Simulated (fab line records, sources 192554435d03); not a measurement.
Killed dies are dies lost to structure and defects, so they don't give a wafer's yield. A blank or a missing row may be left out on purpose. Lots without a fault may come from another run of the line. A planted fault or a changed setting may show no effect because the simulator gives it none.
fab line records | flow n5_finfet | part 2 of 2: steps 22 to 28 of 28
record lots=5 wafers=15 last_day=16
route steps=1938 shown DUMMY_GATE@257 SPACER0@258 SD_EPI_N@262
lots that met no fault: from a run of the same line without faults
start_h: hours from the record's first day to the start of the lot's first wafer shown | wait_h: hours since the lot's step before | " the same as in the row above | L1.1+2: a row that stands for several wafers | - no value, or no start given | * or withheld: withheld | < > ~ a bound
route shown NAME@n: a module of which the file shows steps, and the number in the route of the first | usual: mean/standard deviation of fault-free wafers | same: alike in all rows | chamber/n: place in a boat | sites: the reading at each site | _std_site: their standard deviation | _edge_site: outer sites' mean less inner sites' | radius_mm: how far each site lies from the wafer's centre | mask NAME#n: copy n | behind: the tool/chamber that last shaped the wafer | hold: why the lot was held/for how many hours/how that ended | device: the transistor (n, p or np) that didn't switch | end of line: the same wafers' tests at the end of the route | a step without rows: its recipe alone | killed: dies lost to structure and defects at the first sort, not the wafer's yield | map: a wafer's dies, x killed, . not, _ none there
set.NAME: the setting as run; set.NAME@STEP: as run at that earlier step | model.NAME: the simulator's own value behind a step, which no gauge read
lots at some steps of the route; a table a step, a row a wafer
services: from which hour (start_h, from the record's first day; less than 0 if before it) a tool's chamber was out of use, for how many hours, and why
## steps
# step N5_SD_EPI_N_ETCH_45
# recipe chemistry=CH3F/O2 target=SiOCN target_depth_a=60 mask_material=SOC ion_energy_ev=60 bias_w=29 pressure_mtorr=15 source_w=410 Ar_flow_sccm=150 CH3F_flow_sccm=30 O2_flow_sccm=20
# usual CH3F_flow_sccm=29.99/0.098 drypump_motor_current_A=5.6/0.32 oes_product_au=0.78/0.072 rf_fwd_power_W=408.4/1.3 rf_vpp_V=127.7/0.92 showerhead_plenum_p_Torr=2.03/0.05 throttle_valve_pct=23.4/0.33
# columns lot.wafer tool chamber start_h wait_h CH3F_flow_sccm drypump_motor_current_A oes_product_au rf_fwd_power_W rf_hours_counter_h rf_vpp_V showerhead_plenum_p_Torr throttle_valve_pct
L078.3 rie_diel-03 0 74.16 0.1 30.08 5.3 0.70 409.8 211 127.7 2.07 23.9
L078.5 " 2 " " 30.16 6.3 0.73 407.7 - 126.9 1.99 23.2
L078.6 " 3 " " 30.16 5.1 0.75 407.8 - 127.4 2.01 23.3
L081.1 rie_diel-01 1 93.47 0.1 30.04 5.5 0.78 410.3 145 127.9 2.08 23.3
L081.2 " 2 " " 29.81 5.7 0.70 409.7 201 128.6 2.06 23.7
L081.5 " 2 " " 29.76 5.7 0.70 409.6 - 128.9 2.06 23.7
L085.1 rie_diel-01 2 116.28 0.1 30.01 5.7 0.69 407.9 210 130.1 2.06 23.7
L085.3 " 1 " " 29.87 5.4 0.78 406.6 153 126.9 2.07 23.4
L085.5 " 2 " " 30.01 5.7 0.69 410.4 - 128.4 2.06 23.8
L088.2 rie_diel-06 2 131.23 0.1 30.13 5.5 0.84 406.6 67 127.6 2.01 23.4
L088.3 " 3 " " 30.00 5.1 0.73 408.7 162 129.6 2.09 23.9
L088.6 " 3 " " 29.96 5.1 0.73 410.7 - 129.2 2.09 23.9
L091.3 rie_diel-03 1 150.10 0.1 30.09 5.8 0.78 408.0 106 129.2 2.01 23.2
L091.5 " 1 " " 30.08 5.8 0.78 407.7 - 129.1 2.01 23.2
L091.6 " 0 " " 30.01 5.3 0.67 408.9 - 128.2 2.06 23.9
# step N5_SD_EPI_N_ETCH_16
# recipe chemistry=CHF3/O2 target=SiO2 target_depth_a=50 mask_material=SOC pressure_mtorr=30 source_w=650 bias_w=170 Ar_flow_sccm=200 CHF3_flow_sccm=50 O2_flow_sccm=5 ion_energy_ev=200
# usual drypump_motor_current_A=5.6/0.32 oes_product_au=0.78/0.073 rf_fwd_power_W=644.1/2.4 rf_vpp_V=523/10 showerhead_plenum_p_Torr=2.45/0.059 throttle_valve_pct=19.0/0.31
# columns lot.wafer tool chamber start_h wait_h drypump_motor_current_A oes_product_au rf_fwd_power_W rf_hours_counter_h rf_vpp_V showerhead_plenum_p_Torr throttle_valve_pct
L078.3 rie_diel-03 0 74.26 0.1 5.3 0.71 645.5 211 526 2.50 19.4
L078.5 " 2 " " 6.3 0.74 645.8 - 527 2.39 18.9
L078.6 " 3 " " 5.1 0.77 641.3 - 520 2.42 18.9
L081.1 rie_diel-01 1 93.57 0.1 5.5 0.79 641.8 145 527 2.51 19.0
L081.2 " 2 " " 5.7 0.70 648.3 201 533 2.49 19.2
L081.5 " 2 " " 5.6 0.71 648.0 - 533 2.49 19.2
L085.1 rie_diel-01 2 116.38 0.1 5.7 0.70 643.7 210 534 2.48 19.2
L085.3 " 1 " " 5.5 0.77 645.9 153 526 2.50 19.0
L085.5 " 2 " " 5.7 0.69 641.8 - 530 2.48 19.2
L088.2 rie_diel-06 2 131.33 0.1 5.5 0.84 647.9 67 532 2.44 18.9
L088.3 " 3 " " 5.1 0.72 643.5 162 496 2.52 19.3
L088.6 " 3 " " 5.2 0.73 642.6 - 499 2.52 19.3
L091.3 rie_diel-03 1 150.20 0.1 5.8 0.78 644.4 106 538 2.42 18.7
L091.5 " 1 " " 5.8 0.79 646.1 - 537 2.42 18.7
L091.6 " 0 " " 5.3 0.69 643.0 - 524 2.49 19.5
# step N5_SD_EPI_N_STRIP_47
# recipe chemistry=CHF3/O2 resist=SiARC rf_frequency_hz=6e+07
# columns lot.wafer tool chamber start_h wait_h
L078.3+5+6 rie_diel-03 0,2,3 74.30 0.0
L081.1+2+5 rie_diel-01 1,2,2 93.61 0.0
L085.1+3+5 rie_diel-01 2,1,2 116.42 0.0
L088.2+3+6 rie_diel-06 2,3,3 131.37 0.0
L091.3+5+6 rie_diel-03 1,1,0 150.24 0.0
# step N5_SD_EPI_N_SD_RECESS_17
# recipe chemistry=HBr/Cl2/O2 target_depth_a=410 mask_material=SOC time_s=23.7 bt_time_s=3 pressure_mtorr=10 icp_w=800 bias_w=112 HBr_flow_sccm=150 Cl2_flow_sccm=80 O2_flow_sccm=12
# usual drypump_motor_current_A=5.5/0.45 oes_product_au=1.007/0.014 rf_fwd_power_W=795.7/2.5 throttle_valve_pct=37.27/0.28
# columns lot.wafer tool chamber start_h wait_h drypump_motor_current_A oes_product_au rf_fwd_power_W rf_hours_counter_h throttle_valve_pct
L078.3 rie_si-02 2 74.33 0.0 5.8 1.017 796.5 41 37.12
L078.5 " 0 " " 4.8 1.010 789.9 - 37.14
L078.6 " 1 " " 5.6 0.997 801.3 - 37.13
L081.1 rie_si-05 0 93.64 0.0 5.9 1.014 797.4 117 37.24
L081.2 " 1 " " 4.7 1.016 798.0 71 37.49
L081.5 " 3 " " 5.2 1.023 798.1 - 37.02
L085.1 rie_si-03 2 116.45 0.0 5.8 1.003 795.7 9 37.23
L085.3 " 3 " " 5.2 0.989 792.0 180 37.61
L085.5 " 3 " " 5.2 0.996 791.0 - 37.61
L088.2 rie_si-03 1 131.40 0.0 5.1 1.023 795.6 3 36.76
L088.3 " 3 " " 5.2 0.989 796.0 180 37.62
L088.6 " 0 " " 6.2 0.983 796.0 - 37.78
L091.3 rie_si-02 2 150.28 0.0 5.8 1.015 796.7 43 37.12
L091.5 " 0 " " 4.8 1.012 796.8 - 37.13
L091.6 " 1 " " 5.6 1.000 797.4 - 37.13
# step N5_SD_EPI_N_STRIP_38
# recipe chemistry=N2/H2 power_w=1000 temp_c=250 h2_frac=0.65 overash_fraction=0.3 pressure_mtorr=withheld n2_flow_sccm=1750 h2_flow_sccm=3250
# usual drypump_motor_current_A=5.74/0.14 heater_power_w=360/21 oes_product_au=0.760/0.011
# columns lot.wafer tool chamber start_h wait_h drypump_motor_current_A heater_power_w oes_product_au rf_hours_counter_h
L078.3 plasma_asher-01 1 74.44 0.1 5.63 329 0.766 -
L078.5 " 1 " " 5.65 334 0.762 -
L078.6 " 0 " " 5.89 391 0.762 -
L081.1 plasma_asher-02 0 93.77 0.1 5.82 354 0.760 92
L081.2 " 1 " " 5.56 357 0.770 92
L081.5 " 1 " " 5.54 365 0.744 -
L085.1 plasma_asher-01 1 116.54 0.1 5.66 333 0.767 41
L085.3 " 1 " " 5.64 334 0.736 -
L085.5 " 1 " " 5.65 333 0.756 -
L088.2 plasma_asher-02 0 131.50 0.1 5.84 358 0.750 98
L088.3 " 1 " " 5.58 349 0.765 -
L088.6 " 1 " " 5.58 350 0.784 -
L091.3 plasma_asher-01 1 150.40 0.1 5.67 338 0.760 -
L091.5 " 0 " " 5.93 389 0.760 -
L091.6 " 1 " " 5.63 338 0.770 -
# step N5_SD_EPI_N_WET_ETCH_43
# recipe chemistry=dHF dilution=withheld time_s=14 target=SiO2 target_depth_a=15 temp_c=25
# columns lot.wafer tool chamber start_h wait_h
L078.3+5+6 wet_bench-06 6,4,2 74.51 -
L081.1+2+5 wet_bench-01 1,5,4 93.86 -
L085.1+3+5 wet_bench-01 3,2,6 116.64 -
L088.2+3+6 wet_bench-01 7,0,3 131.59 -
L091.3+5+6 wet_bench-06 6,7,2 150.47 -
# step N5_SD_EPI_N_STRIP_18
# recipe chemistry=SPM time_s=750 temp_c=130 h2so4_h2o2_vol_ratio=4
# usual bath_guard_temp_C=130.0/0.51 bath_heat_duty_pct=14.9/1.7
# columns lot.wafer tool chamber start_h wait_h bath_guard_temp_C bath_heat_duty_pct
L078.3 wet_bench-06 6 74.52 0.0 129.9 15.6
L078.5 " 4 " " 130.1 14.1
L078.6 " 2 " " 129.7 16.3
L081.1 wet_bench-01 1 93.87 0.0 130.1 13.3
L081.2 " 5 " " 130.0 16.8
L081.5 " 4 " " 129.0 13.4
L085.1 wet_bench-01 3 116.64 0.0 129.8 12.2
L085.3 " 2 " " 129.6 14.4
L085.5 " 6 " " 130.9 12.9
L088.2 wet_bench-01 7 131.59 0.0 130.2 12.7
L088.3 " 0 " " 129.9 14.8
L088.6 " 3 " " 129.8 13.7
L091.3 wet_bench-06 6 150.48 0.0 130.1 14.3
L091.5 " 7 " " 130.5 18.0
L091.6 " 2 " " 130.0 15.6
## services
# columns tool chamber start_h hours kind
arfi_scanner-02 - 50.03 0.8 pm
ald_sin-01 1 50.15 4.0 repair
arfi_scanner-03 - 50.47 1.3 pm
arfi_scanner-03 - 51.82 0.8 repair
rie_si-03 3 58.52 6.6 repair
arfi_scanner-02 - 65.53 1.3 pm
rie_si-02 3 67.78 4.5 repair
arfi_scanner-02 - 68.95 0.6 repair
arfi_scanner-03 - 71.21 0.2 repair
arfi_scanner-03 - 77.21 0.8 pm
arfi_scanner-02 - 81.29 1.0 pm
arfi_scanner-03 - 83.61 6.0 pm
ald_sin-01 - 85.86 14.0 pm
rie_diel-01 2 87.98 4.9 repair
arfi_scanner-03 - 89.61 1.0 pm
rie_si-02 1 100.25 3.1 repair
rie_diel-01 3 105.08 9.1 repair
rie_diel-01 0 113.19 5.2 repair
rie_diel-06 2 113.32 8.0 repair
ald_sin-03 1 114.06 7.8 repair
arfi_scanner-02 - 125.60 1.0 pm
arfi_scanner-02 - 143.72 3.1 pm
ald_sin-02 - 144.29 6.0 pm
rie_diel-06 2 144.85 12.2 repair
